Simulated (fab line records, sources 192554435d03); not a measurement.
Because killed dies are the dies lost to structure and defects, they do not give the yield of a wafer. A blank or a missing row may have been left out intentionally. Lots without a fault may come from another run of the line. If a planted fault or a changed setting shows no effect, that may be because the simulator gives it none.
Matching of chambers    flow n5 finfet    rie diel-03 running N5_BEOL_M1_ETCH_69: 4 sister chambers
The step etches SiARC in CF4, target depth 15.6 nm, time 26 s. 4 wafers are shown with their chamber, then 11 later ones without.

## WAFERS WITH THEIR CHAMBER
wafer   chamber  drypump motor current A (A)
L083.6  2        5.0
L085.1  1        6.3
L085.3  3        5.7
L091.2  0        6.0

## WAFERS MISSING THEIR CHAMBER
wafer   drypump motor current A (A)
L091.5  6.1
L091.6  5.0
L092.4  5.0
L092.5  5.7
L092.6  6.1
L094.1  5.7
L094.4  6.3
L094.5  5.1
L095.1  5.7
L095.3  5.1
L095.4  5.0

## CHAMBER TAKEN BY EACH
wafer   from the rows above      in truth
L091.5  can't be placed: 0 or 1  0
L091.6  2                        2
L092.4  2                        2
L092.5  3                        3
L092.6  can't be placed: 0 or 1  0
L094.1  3                        3
L094.4  1                        1
L094.5  2                        2
L095.1  3                        3
L095.3  2                        2
L095.4  2                        2
Placed correctly: 9 of 11. Can't be placed from these rows: 2 (the true chamber is among the candidates in 2). 0 placed wrongly.
How it was worked out, from the rows above alone: a wafer's distance from a chamber is the root of the sum, over the readings, of the square of ((its reading less the chamber's mean) divided by the reading's scatter). The wafer belongs to the nearest chamber; if the next one is less than 2 further off, it can't be placed. The mean given for a chamber averages the wafers shown for that chamber. The scatter: root of mean squared gap, hidden wafer to nearest shown wafer, with one shown wafer a chamber.
